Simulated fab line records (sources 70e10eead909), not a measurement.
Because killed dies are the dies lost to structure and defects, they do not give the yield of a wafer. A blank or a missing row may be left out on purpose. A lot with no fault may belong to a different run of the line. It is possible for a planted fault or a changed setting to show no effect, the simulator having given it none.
A single fault, viewed from 2 desks	flow nand-harc	what lay behind the numbers comes last; until then each desk has only its own

## DESK OF THE TOOL OWNER: litho-track-01
The tool's own readings at NHARC_A_CHANNEL_HOLE_D1_PEB_08 (peb time 65 s): means of the sampled wafers that have a number, for each lot that ran on this tool. Any lot whose mean is over 4 standard deviations away from the usual mean is out of limits and marked OUT; that distance is given in the brackets.
Columns: A = heater-power-total-W at NHARC_A_CHANNEL_HOLE_D1_PEB_08, usual 156.6 W
lot	first seen here	A
L884	day 9 00:56	156.1
L887	day 9 19:41	174.8 (+43) OUT
L888	day 10 07:29	180.7 (+57) OUT
L897	day 13 16:34	156.7
L896	day 13 18:23	156.7
L901	day 15 08:59	156.4
L902	day 15 20:09	156.4
Finding of this desk: L887, L888 out of limits; the first was L887 at day 9 19:41, on heater-power-total-W at NHARC_A_CHANNEL_HOLE_D1_PEB_08. In limits: L884, L897, L896, L901, L902.

## METROLOGY DESK
Means of the sampled wafers that have a number, per lot and without regard to the tool the lot ran on: this is what the gauges read. Any lot whose mean is over 4 standard deviations away from the usual mean is out of limits and marked OUT; that distance is given in the brackets.
Columns: A = thk-nm at NHARC_A_ONON_D1_THK_MEAS_18, usual 1002 nm; B = cd-nm at NHARC_A_CHANNEL_HOLE_D1_CD_MEAS_10, usual 99.9 nm; C = cd-nm at NHARC_A_CHANNEL_HOLE_D1_CD_MEAS_30, usual 89.6 nm
lot	first seen here	A	B	C
L884	day 8 15:08	991	100.1	88.4
L886	day 9 03:38	993	99.5	90.3
L887	day 9 11:28	1004	94.0 (-13) OUT	82.5 (-5.9) OUT
L888	day 9 22:24	1021	92.4 (-17) OUT	80.5 (-7.6) OUT
L893	day 12 06:13	1000	99.8	89.6
L897	day 13 07:38	1012	100.5	90.2
L896	day 13 07:53	993	100.1	89.2
L898	day 14 14:50	1014	100.4	88.8
L899	day 14 18:10	1005	100.0	91.2
L901	day 15 03:39	977	100.3	89.3
L902	day 15 14:37	1000	99.9	92.1
L903	day 16 09:26	1004	100.2	89.1
L904	day 16 09:35	998	99.6	89.8
L905	day 17 06:07	992	100.0	89.3
Finding of this desk: L887, L888 out of limits; the first was L887 at day 9 19:46, on cd-nm at NHARC_A_CHANNEL_HOLE_D1_CD_MEAS_10. In limits: L884, L886, L893, L897, L896, L898, L899, L901, L902, L903, L904, L905.

## PUT TOGETHER
On L887, L888, at day 9 19:41, an alarm was possible from the tool owner's desk.
L887, L888 would have let the metrology desk raise an alarm at day 9 19:46.
Of the lots named, all ran NHARC_A_CHANNEL_HOLE_D1_PEB_08 on litho-track-01.

## WHAT THE SIMULATOR HAD INSERTED
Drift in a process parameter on litho-track-01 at NHARC_A_CHANNEL_HOLE_D1_PEB_08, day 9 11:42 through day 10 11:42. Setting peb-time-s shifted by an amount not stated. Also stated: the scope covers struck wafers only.
Lots struck among those shown: L887, L888.
Hours from the fault's start to each desk's first reading out of limits: the tool owner's desk, 8; the metrology desk, 8.
